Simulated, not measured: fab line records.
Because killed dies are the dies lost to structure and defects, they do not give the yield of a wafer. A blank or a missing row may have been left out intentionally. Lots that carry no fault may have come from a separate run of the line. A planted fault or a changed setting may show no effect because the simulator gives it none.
Which tool is to blame? -- flow n5 finfet -- 24 lots, 72 wafers sampled, at 3 steps of a route of 1938

## WHAT THE GAUGES READ, wafer by wafer
N5_BEOL_M11_INSPECT_58: inspects for defects (darkfield). Usual: raw defect count 68, standard deviation 25.
lot,measured,on,raw defect count,flag
L074,day 10 18:58,defect inspect-01,55 61 92,
L075,day 11 03:20,defect inspect-02,67 74 53,
L077,day 11 06:53,defect inspect-02,63 44 78,
L076,day 11 10:29,defect inspect-01,49 54 45,
L079,day 12 15:19,defect inspect-01,89 56 72,
L078,day 12 15:42,defect inspect-01,95 65 77,
L082,day 12 21:02,defect inspect-01,127 99 71,
L080,day 12 22:14,defect inspect-01,67 85 75,
L081,day 13 04:50,defect inspect-01,112 90 93,
L085,day 13 15:22,defect inspect-02,65 46 60,
L083,day 13 18:24,defect inspect-01,59 93 91,
L087,day 13 23:28,defect inspect-02,96 115 141,
L086,day 14 02:51,defect inspect-01,72 59 140,
L084,day 14 04:08,defect inspect-01,37 43 61,
L088,day 14 09:03,defect inspect-02,58 74 64,
L089,day 14 13:19,defect inspect-01,38 83 62,
L090,day 15 10:01,defect inspect-01,57 61 64,
L091,day 15 16:59,defect inspect-01,41 62 46,
L092,day 15 17:17,defect inspect-01,65 74 79,
L093,day 16 01:08,defect inspect-01,67 58 42,
L094,day 16 12:01,defect inspect-01,104 48 96,
L097,day 16 20:31,defect inspect-02,68 66 47,
L095,day 16 23:52,defect inspect-01,61 26 33,
L096,day 17 00:11,defect inspect-02,38 73 54,

N5_BEOL_M13_OVL_MEAS_11. Usual: for V12_OVL the level is -1 nm and the standard deviation is 6.9.
lot,measured,on,V12_OVL (nm),flag
L074,day 11 00:53,overlay-01,7 1 6,
L075,day 11 09:08,overlay-01,-1 -9 -16,
L077,day 11 12:14,overlay-02,3 -7 -5,
L076,day 11 20:51,overlay-02,-9 -4 -15,
L079,day 12 19:40,overlay-02,-6 -15 -6,
L078,day 12 22:25,overlay-01,3 0 11,
L082,day 13 01:43,overlay-02,2 1 2,
L080,day 13 06:51,overlay-02,-7 2 -1,
L081,day 13 13:34,overlay-02,2 8 2,
L085,day 13 22:08,overlay-01,-9 -9 -13,
L083,day 14 00:39,overlay-02,-1 0 -8,
L087,day 14 06:02,overlay-01,7 13 5,
L086,day 14 08:40,overlay-02,7 2 4,
L084,day 14 09:14,overlay-01,-12 -5 -5,
L088,day 14 15:44,overlay-02,-5 -2 -7,
L089,day 14 19:33,overlay-01,5 2 8,
L090,day 15 16:32,overlay-02,0 7 1,
L091,day 15 21:47,overlay-02,-2 12 3,
L092,day 15 22:04,overlay-02,-7 -8 -10,
L093,day 16 08:07,overlay-02,1 -8 3,
L094,day 16 16:58,overlay-01,-4 -3 -2,
L097,day 17 01:25,overlay-02,-8 4 0,
L095,day 17 05:08,overlay-02,7 -8 -1,
L096,day 17 08:14,overlay-01,0 -9 -6,

## WHAT TOOL EACH LOT RAN ON (gives the tool, then ch and the chambers of the sampled wafers, and finally the start)
lot,N5_BEOL_M12_PRE_CLEAN_42
L074,"pvd sputter-02, day 10 23:01"
L075,"pvd sputter-01, day 11 06:31"
L077,"pvd sputter-02, day 11 10:22"
L076,"pvd sputter-01, day 11 19:00"
L079,"pvd sputter-02, day 12 17:49"
L078,"pvd sputter-01, day 12 20:34"
L082,"pvd sputter-01, day 12 23:52"
L080,"pvd sputter-03, day 13 05:00"
L081,"pvd sputter-01, day 13 11:43"
L085,"pvd sputter-02, day 13 20:13"
L083,"pvd sputter-03, day 13 22:37"
L087,"pvd sputter-01, day 14 03:36"
L086,"pvd sputter-01, day 14 06:48"
L084,"pvd sputter-01, day 14 07:19"
L088,"pvd sputter-01, day 14 13:46"
L089,"pvd sputter-03, day 14 17:38"
L090,"pvd sputter-02, day 15 14:35"
L091,"pvd sputter-02, day 15 20:01"
L092,"pvd sputter-02, day 15 20:20"
L093,"pvd sputter-01, day 16 05:43"
L094,"pvd sputter-01, day 16 15:07"
L097,"pvd sputter-01, day 16 23:36"
L095,"pvd sputter-03, day 17 03:14"
L096,"pvd sputter-01, day 17 06:10"
- N5_BEOL_M12_PRE_CLEAN_42: time 30 s.

## AS READ BY THE TOOLS THEMSELVES (means over the sampled wafers that have a number; for cases with no such wafer, the mark the record gives instead)
N5_BEOL_M12_PRE_CLEAN_42. Usual: heater power w 344 W, standard deviation 36; susceptor temp C 250.00 C, standard deviation 0.17.
lot,tool,heater power w (W),susceptor temp C (C),flag
L074,pvd sputter-02,367,249.93,
L075,pvd sputter-01,345,249.99,
L077,pvd sputter-02,295,250.20,
L076,pvd sputter-01,346,250.16,
L079,pvd sputter-02,325,249.86,
L078,pvd sputter-01,346,249.93,
L082,pvd sputter-01,359,250.02,
L080,pvd sputter-03,327,249.90,
L081,pvd sputter-01,367,249.82,
L085,pvd sputter-02,329,250.23,
L083,pvd sputter-03,317,250.05,
L087,pvd sputter-01,346,250.02,
L086,pvd sputter-01,351,250.07,
L084,pvd sputter-01,370,250.04,
L088,pvd sputter-01,347,249.96,
L089,pvd sputter-03,315,250.01,
L090,pvd sputter-02,364,249.88,
L091,pvd sputter-02,323,249.93,
L092,pvd sputter-02,360,250.00,
L093,pvd sputter-01,362,250.08,
L094,pvd sputter-01,353,249.99,
L097,pvd sputter-01,346,250.04,
L095,pvd sputter-03,340,249.92,
L096,pvd sputter-01,356,250.06,

## THE ANSWER, worked out from the rows above alone
Rule: a lot is off if the mean of its wafers that have a number lies more than 3 standard deviations from the usual mean. Also off: a lot with no number at a reading for which 4 or more lots have one. Where the step has rows for the other lots, those lots are counted as sound. First the gauges in route order, then the tools' own readings, where a lot's mean is used as printed above. The first step at which some lot is off is used, and at that step the reading that is off furthest; a lot without a number counts as furthest.
No lot is off at any reading shown: from this, nothing can be told.

## WHAT WAS PUT IN BY THE SIMULATOR
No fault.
